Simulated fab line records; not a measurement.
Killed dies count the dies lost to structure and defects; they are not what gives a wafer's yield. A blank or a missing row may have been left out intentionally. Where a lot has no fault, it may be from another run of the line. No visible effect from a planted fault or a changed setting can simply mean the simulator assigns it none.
What tool caused it? + flow n5-finfet + 10 lots, 30 wafers sampled, at 4 steps of a route of 1938

## WHAT THE GAUGES SHOWED, per wafer
Not one reading of a measure or inspect step in the record can be checked against a usual standard deviation.

## WHICH TOOL RAN EACH LOT (tool, then ch and the chambers of the sampled wafers, then the start)
| lot  | N5_BEOL_M6_TRENCH_ETCH_37                     | N5_BEOL_M6_STRIP_80                           | N5_BEOL_M6_SURFACE_TREAT_79  | N5_BEOL_M7_COAT_05                |
|------|-----------------------------------------------|-----------------------------------------------|------------------------------|-----------------------------------|
| L868 | rie-diel-01 ch 0,2, day 9 09:01 or earlier    | rie-diel-01 ch 0,2, day 9 09:01 or earlier    | pvd-sputter-02, day 9 09:01  | litho-track-03 ch 0, day 9 11:38  |
| L869 | rie-diel-05 ch 0,1,2, day 9 11:11 or earlier  | rie-diel-05 ch 0,1,2, day 9 11:11 or earlier  | pvd-sputter-03, day 9 11:11  | litho-track-01 ch 0, day 9 16:34  |
| L871 | rie-diel-01 ch 1,3, day 10 01:38 or earlier   | rie-diel-01 ch 1,3, day 10 01:38 or earlier   | pvd-sputter-02, day 10 01:38 | litho-track-02 ch 0, day 10 05:10 |
| L873 | rie-diel-05 ch 0,2, day 10 09:17 or earlier   | rie-diel-05 ch 0,2, day 10 09:17 or earlier   | pvd-sputter-01, day 10 09:17 | litho-track-03 ch 0, day 10 12:15 |
| L874 | rie-diel-01 ch 1,3, day 10 09:18 or earlier   | rie-diel-01 ch 1,3, day 10 09:18 or earlier   | pvd-sputter-02, day 10 09:18 | litho-track-01 ch 0, day 10 12:35 |
| L881 | rie-diel-03 ch 0,1,3, day 12 12:11 or earlier | rie-diel-03 ch 0,1,3, day 12 12:11 or earlier | pvd-sputter-01, day 12 12:11 | litho-track-03 ch 0, day 12 16:35 |
| L880 | rie-diel-03 ch 0,2,3, day 12 16:17 or earlier | rie-diel-03 ch 0,2,3, day 12 16:17 or earlier | pvd-sputter-02, day 12 16:17 | litho-track-03 ch 0, day 12 18:50 |
| L886 | rie-diel-03 ch 0,2,3, day 13 20:49 or earlier | rie-diel-03 ch 0,2,3, day 13 20:49 or earlier | pvd-sputter-03, day 13 20:49 | litho-track-01 ch 0, day 13 23:26 |
| L887 | rie-diel-01 ch 1,2, day 13 21:35 or earlier   | rie-diel-01 ch 1,2, day 13 21:35 or earlier   | pvd-sputter-03, day 13 21:35 | litho-track-02 ch 0, day 14 01:32 |
| L890 | rie-diel-05 ch 1,2,3, day 15 12:44 or earlier | rie-diel-05 ch 1,2,3, day 15 12:44 or earlier | pvd-sputter-03, day 15 12:44 | litho-track-01 ch 0, day 15 18:22 |
- N5_BEOL_M6_TRENCH_ETCH_37: etches SiCOH lowk in C4F6/O2, target depth 94.435 nm, time 31.5 s.
- N5_BEOL_M6_STRIP_80: strips in N2/H2, time 10 s.
- N5_BEOL_M6_SURFACE_TREAT_79
- N5_BEOL_M7_COAT_05: resist thk 90 nm.

## AS READ BY THE TOOLS THEMSELVES (means over the sampled wafers that have a number; for cases with no such wafer, the mark the record gives instead)
N5_BEOL_M6_TRENCH_ETCH_37. Usual: O2_flow_sccm 10.00 sccm, standard deviation 0.031; drypump-motor-current-A 5.7 A, standard deviation 0.32; mfc-ar-sccm 300.2 sccm, standard deviation 0.95; oes-product-au 0.81 a.u., standard deviation 0.087; rf-vpp-V 664 V, standard deviation 11; showerhead-plenum-p-Torr 2.85 Torr, standard deviation 0.096; throttle-valve-pct 21.02 %, standard deviation 0.2.
| lot  | tool        | O2_flow_sccm (sccm) | drypump-motor-current-A (A) | mfc-ar-sccm (sccm) | oes-product-au (a.u.) | rf-vpp-V (V) | showerhead-plenum-p-Torr (Torr) | throttle-valve-pct (%) | flag |
|------|-------------|---------------------|-----------------------------|--------------------|-----------------------|--------------|---------------------------------|------------------------|------|
| L868 | rie-diel-01 | 10.01               | 6.2                         | 300.6              | 0.89                  | 670          | 2.92                            | 21.15                  |      |
| L869 | rie-diel-05 | 10.03               | 5.8                         | 300.3              | 0.86                  | 663          | 2.83                            | 20.90                  |      |
| L871 | rie-diel-01 | 10.00               | 5.7                         | 300.2              | 0.83                  | 671          | 2.98                            | 20.73                  |      |
| L873 | rie-diel-05 | 9.99                | 5.8                         | 300.0              | 0.80                  | 663          | 2.79                            | 20.87                  |      |
| L874 | rie-diel-01 | 10.03               | 5.4                         | 299.6              | 0.87                  | 663          | 3.00                            | 20.68                  |      |
| L881 | rie-diel-03 | 10.00               | 5.5                         | 300.3              | 0.72                  | 668          | 2.83                            | 21.19                  |      |
| L880 | rie-diel-03 | 9.98                | 5.6                         | 300.1              | 0.74                  | 659          | 2.84                            | 21.10                  |      |
| L886 | rie-diel-03 | 9.99                | 5.6                         | 300.8              | 0.73                  | 658          | 2.84                            | 21.11                  |      |
| L887 | rie-diel-01 | 10.02               | 6.0                         | 298.8              | 0.79                  | 677          | 2.95                            | 20.95                  |      |
| L890 | rie-diel-05 | 9.99                | 5.7                         | 299.9              | 0.84                  | 663          | 2.80                            | 21.08                  |      |

N5_BEOL_M6_STRIP_80. Usual: drypump-motor-current-A 5.7 A, standard deviation 0.32; oes-product-au 0.81 a.u., standard deviation 0.085; rf-vpp-V 59.3 V, standard deviation 0.8; showerhead-plenum-p-Torr 2.53 Torr, standard deviation 0.082; temp-c 40.00 C, standard deviation 0.11; throttle-valve-pct 23.7 %, standard deviation 0.35.
| lot  | tool        | drypump-motor-current-A (A) | oes-product-au (a.u.) | rf-vpp-V (V) | showerhead-plenum-p-Torr (Torr) | temp-c (C) | throttle-valve-pct (%) | flag |
|------|-------------|-----------------------------|-----------------------|--------------|---------------------------------|------------|------------------------|------|
| L868 | rie-diel-01 | 6.2                         | 0.89                  | 59.1         | 2.56                            | 39.99      | 23.5                   |      |
| L869 | rie-diel-05 | 5.8                         | 0.85                  | 58.5         | 2.53                            | 40.06      | 23.6                   |      |
| L871 | rie-diel-01 | 5.6                         | 0.82                  | 59.2         | 2.67                            | 39.95      | 23.3                   |      |
| L873 | rie-diel-05 | 5.8                         | 0.80                  | 59.4         | 2.51                            | 39.91      | 23.8                   |      |
| L874 | rie-diel-01 | 5.4                         | 0.86                  | 59.8         | 2.68                            | 40.01      | 23.3                   |      |
| L881 | rie-diel-03 | 5.5                         | 0.72                  | 59.1         | 2.51                            | 40.01      | 23.7                   |      |
| L880 | rie-diel-03 | 5.6                         | 0.72                  | 58.8         | 2.53                            | 40.10      | 23.8                   |      |
| L886 | rie-diel-03 | 5.6                         | 0.72                  | 60.1         | 2.52                            | 40.05      | 23.8                   |      |
| L887 | rie-diel-01 | 6.0                         | 0.79                  | 59.2         | 2.61                            | 39.91      | 23.4                   |      |
| L890 | rie-diel-05 | 5.7                         | 0.83                  | 59.2         | 2.49                            | 40.00      | 23.8                   |      |

N5_BEOL_M7_COAT_05. Usual: chill-plate-temp-C 22.99 C, standard deviation 0.11; spin-speed-rpm 1500.0 rpm, standard deviation 0.9.
| lot  | tool           | chill-plate-temp-C (C) | spin-speed-rpm (rpm) | flag |
|------|----------------|------------------------|----------------------|------|
| L868 | litho-track-03 | 22.95                  | 1501.0               |      |
| L869 | litho-track-01 | 23.03                  | 1500.0               |      |
| L871 | litho-track-02 | 22.89                  | 1500.8               |      |
| L873 | litho-track-03 | 23.02                  | 1500.3               |      |
| L874 | litho-track-01 | 23.01                  | 1499.4               |      |
| L881 | litho-track-03 | 23.03                  | 1415.3               | OFF  |
| L880 | litho-track-03 | 22.92                  | 1413.3               | OFF  |
| L886 | litho-track-01 | 23.06                  | 1499.4               |      |
| L887 | litho-track-02 | 23.13                  | 1500.6               |      |
| L890 | litho-track-01 | 23.14                  | 1499.4               |      |

## THE ANSWER, worked out from the rows above alone
Rule: take the mean of a lot's wafers that have a number; if it is more than 3 standard deviations from the usual mean, the lot is off. A lot without any number at a reading at which 4 lots or more have one is off too. Any other lot the step has rows for is counted as sound. Order of review: gauges by route order, followed by the tools' own readings, for which a lot's mean as printed above is used. At the first step where some lot is off, the reading lying furthest off is the one used; lots without a number count as furthest.
Off, at N5_BEOL_M7_COAT_05 on spin-speed-rpm: L881, L880.
If a tool, at that step or one of the process steps before it, ran each lot that is off and ran no sound lot following the first of them, it fits. With no start given for some of its lots, N5_BEOL_M6_TRENCH_ETCH_37 uses the hours and lot order of N5_BEOL_M6_SURFACE_TREAT_79. With no start given for some of its lots, N5_BEOL_M6_STRIP_80 uses the hours and lot order of N5_BEOL_M6_SURFACE_TREAT_79. One fits: N5_BEOL_M7_COAT_05 on litho-track-03. A fault onset in the window from L873 (day 10 12:15, its last sound lot) to L881 (day 12 16:35, its first lot off) fits.
On the lots that are off, the tool's own readings at N5_BEOL_M7_COAT_05 differ by more than 5 times the standard deviation of the sound lots' means, which bears it out; spin-speed-rpm reads 1414.3 rpm there versus 1500.1 rpm on the sound lots.

## WHAT WAS PUT IN BY THE SIMULATOR
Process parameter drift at N5_BEOL_M7_COAT_05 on litho-track-03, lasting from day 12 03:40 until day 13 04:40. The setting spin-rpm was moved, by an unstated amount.
Lots struck among those shown: L881, L880. The same result came from the rule above.
